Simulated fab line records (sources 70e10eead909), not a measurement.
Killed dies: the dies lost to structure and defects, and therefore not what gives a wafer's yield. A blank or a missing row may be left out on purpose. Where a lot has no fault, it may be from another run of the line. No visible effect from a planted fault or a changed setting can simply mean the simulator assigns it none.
Struck lot and sound lot, side by side ; flow nand harc ; 14 out of 1159 route steps
Sound: the wafers L592.1, L592.3, L592.5. Wafers L595.4, L595.5, L595.6 were the ones struck. The cause is given at the end.
At each step with rows: each side's tool, then ch and its chambers, then its first start. Under that, the readings that differ: sound wafers ; struck wafers ; difference of the means ; sigmas: that difference in standard deviations of wafers without a fault.
alike: same words and numbers on both sides, and readings whose means sit less than 2 such deviations apart. not compared: any withheld reading, any reading some wafer has no value for, any bound like >300 that may hide the same value, and any number with overlapping values for which the record gives no deviation.
The two part at a step that has a row with sigmas, a row that says differs or no value, or rows on one side only. Numbers that don't overlap but have no deviation are shown without sigmas and don't part them. Lack of a reading on every wafer of one side parts them only where that side has two or more wafers.

first, 7 steps without rows for these wafers: NHARC_A_M1_COAT_34 (time 65 s); NHARC_A_M1_COAT_03 (resist thk 90 nm); NHARC_A_M1_SOFTBAKE_04 (time 55 s); NHARC_A_M1_EBR_05; NHARC_A_M1_EXPOSE_06 (exposes mask A M1, target cd 120 nm); NHARC_A_M1_PEB_07 (peb time 65 s); NHARC_A_M1_DEVELOP_08 (develop time 35 s).
NHARC_A_M1_CD_MEAS_09 targets a cd of 120 nm.
  sound on cd sem-02 ch 0, day 19 15:33; struck on cd sem-03 ch 0, day 20 08:27
  alike: cd nm
NHARC_A_M1_OVL_MEAS_10: pitch 240 nm.
  sound on overlay-02, day 19 15:38; struck on overlay-01, day 20 08:32
  alike: overlay x nm, overlay y nm
NHARC_A_M1_INSPECT_11:
  sound on defect inspect-01, day 19 15:41; struck on defect inspect-01, day 20 08:34
  alike: raw defect count
NHARC_A_M1_DESCUM_14: chemistry O2, time 3 s.
  sound on rie diel-05 ch 0,1, day 19 15:44; struck on rie diel-05 ch 0,1,2, day 20 08:39
  alike: drypump motor current A, oes product au, rf vpp V, showerhead plenum p Torr, throttle valve pct
  not compared: rf hours counter h
NHARC_A_M1_ETCH_35: etches the open film in N2/H2, target depth 40 nm, overetch 12 nm, time 43.94 s.
  sound on rie diel-05 ch 0,1, day 19 15:49; struck on rie diel-05 ch 0,1, day 20 08:43
  alike: bias w, chamber pressure mTorr, drypump motor current A, oes product au, rf vpp V, showerhead plenum p Torr, throttle valve pct
  not compared: rf hours counter h
NHARC_A_M1_ETCH_15: etches the open film in C4F8/Ar, target depth 182.5 nm, time 91.2 s.
  sound on rie diel-05 ch 1,2, day 19 15:55; struck on rie diel-05 ch 1,2,3, day 20 08:50
  no value came back on the struck wafers for any of 5 readings (bias w (W), chamber pressure mTorr (mTorr) and others); on the sound wafers bias w (W) reads 299.0 298.9 298.9
  not compared: rf hours counter h
NHARC_A_M1_CD_MEAS_16:
  sound on cd sem-01, day 19 16:03; struck on cd sem-03, day 20 08:56
  alike: cd nm

WHERE THEY PART
Only at NHARC_A_M1_ETCH_15, within this record. Later steps at which nothing parts them and some readings are alike: NHARC_A_M1_CD_MEAS_16.

WHY: the cause the simulator had injected
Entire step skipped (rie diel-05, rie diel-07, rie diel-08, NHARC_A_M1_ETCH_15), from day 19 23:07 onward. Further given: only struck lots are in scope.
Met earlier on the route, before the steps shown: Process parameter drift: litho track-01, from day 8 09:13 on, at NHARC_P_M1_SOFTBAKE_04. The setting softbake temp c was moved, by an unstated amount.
